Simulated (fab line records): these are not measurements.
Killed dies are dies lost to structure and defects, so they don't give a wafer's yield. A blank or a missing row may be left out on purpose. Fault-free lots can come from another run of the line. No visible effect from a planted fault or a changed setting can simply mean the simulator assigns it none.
8D (eight disciplines) problem report, filled in by code :: flow n5 finfet :: the parts of the form that need people (team, actions taken, sign-off) are left out
Where a reading is given only as a bound, like >300, the bound stands for it, and a mean or a difference that rests on one is marked > or <: the true number lies beyond.

1. WHAT IS WRONG
raw defect count at N5_BEOL_M13_INSPECT_12 reads a mean of >300 on 6 wafers of 2 lots; wafers without a fault read 1.9 with a standard deviation of 1.3. That is +99 or more standard deviations from the usual mean.
The step: inspects for defects (macro).
First observed at day 15 07:05: wafer L577.1, on defect inspect-01. At this step, 27 wafers from 9 lots have a number in the record. Rule for "out", or "out of limits": more than 4 standard deviations from the usual mean. The rest of the wafers with a number are treated as sound.

2. WHAT IT IS; WHAT IT IS NOT
question: which readings at this step
is: raw defect count
is not: -

question: which lots
is: L576, L577
is not: L560, L561, L565, L578, L580, L582, L583

question: which wafers of those lots
is: all that have a number
is not: -

question: read on which gauges
is: defect inspect-01
is not: defect inspect-02

question: when
is: from day 15 07:05
is not: up to then (9 sound wafers); but 12 sound wafers of L578, L580, L582, L583 came after

3. WHAT RULES OUT EACH SUSPECT
Counting: any tool at a process step up to the reading is kept as a suspect provided that every lot that is out went through it and no sound lot did after the first of them.
- the gauge at N5_BEOL_M13_INSPECT_12 is ruled out. All the wafers that are out were read on defect inspect-01, but those of them that N5_PASSIVATION_PROBE_49 has rows for are out there too, on other tools.
- rie diel-03 at N5_BEOL_M12_TRENCH_ETCH_34 (etches SiOC in C4F8/O2/Ar, target depth 318.95 nm, time 125.5 s): kept. It ran every lot that is out, first L577 (day 15 00:34), and no sound lot after that; its last sound lot up to then is L561 (day 11 02:14).
- pecvd-01 at N5_BEOL_M13_ILD_DEP_00 (deposits SiOC from DEMS/O2, target thk 837.92 nm, time 166.4 s): kept. It ran every lot that is out, first L577 (day 15 06:34), and no sound lot after that; its last sound lot up to then is L565 (day 11 23:20).
The count leaves pecvd-01 at N5_BEOL_M13_ILD_DEP_00 and rie diel-03 at N5_BEOL_M12_TRENCH_ETCH_34.

4. THE CAUSE (what the simulator had put in)
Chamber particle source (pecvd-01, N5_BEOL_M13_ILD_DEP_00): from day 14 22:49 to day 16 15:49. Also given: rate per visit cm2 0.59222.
2 suspects survive the count, and this tool is in that group.

5. THE CHAIN OF EFFECTS, in route order
Each row: a reading where the mean over the struck wafers with a number is more than 3 standard deviations away from the usual. Only readings whose record carries a usual standard deviation are examined. hours: median over the lots of the time between each lot's start at the first step of this table that gives one and its start at this step. sigmas: the change, counted in usual standard deviations.
hours: 0
step: N5_BEOL_M13_INSPECT_12
reading: raw defect count
usual: 1.9
on struck wafers: >300
change: >+298
sigmas: +99 or more

hours: 34
step: N5_PASSIVATION_PROBE_49
reading: defect limited yield
usual: 91.6 %
on struck wafers: 85.0
change: -6.6
sigmas: -4.1

hours: 34
step: N5_PASSIVATION_PROBE_49
reading: killed_at_M4_up
usual: 14
on struck wafers: 78
change: +64
sigmas: +10

hours: 34
step: N5_PASSIVATION_PROBE_49
reading: killed dies
usual: 100
on struck wafers: 177
change: +77
sigmas: +4.1

hours: 34
step: N5_PASSIVATION_PROBE_49
reading: killed on rim
usual: 13
on struck wafers: 31
change: +18
sigmas: +4.3

hours: 34
step: N5_PASSIVATION_PROBE_49
reading: sort_bin_5_function
usual: 5.0 %
on struck wafers: 9.1
change: +4.1
sigmas: +3.7

hours: 34
step: N5_PASSIVATION_PROBE_49
reading: sort n pass
usual: 1080
on struck wafers: 1003
change: -77
sigmas: -4.3

hours: 34
step: N5_PASSIVATION_PROBE_49
reading: sort yield pct
usual: 91.6 %
on struck wafers: 85.0
change: -6.6
sigmas: -4.1
Its process steps:
- N5_PASSIVATION_PROBE_49

6. HOW IT WOULD HAVE BEEN CAUGHT EARLIER
8 hours passed between the start of the fault at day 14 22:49 and the first reading out of limits at a measuring or inspecting step in this record, taken at day 15 07:05.
Tool readings at N5_BEOL_M13_ILD_DEP_00 with a usual standard deviation given in the record: none out on any struck wafer, hence no alarm at a limit of 4 standard deviations on them.
All the lots that are out (2) had begun N5_BEOL_M13_ILD_DEP_00 on pecvd-01 by day 15 07:05. None of them would have been spared by holding the tool at that moment.
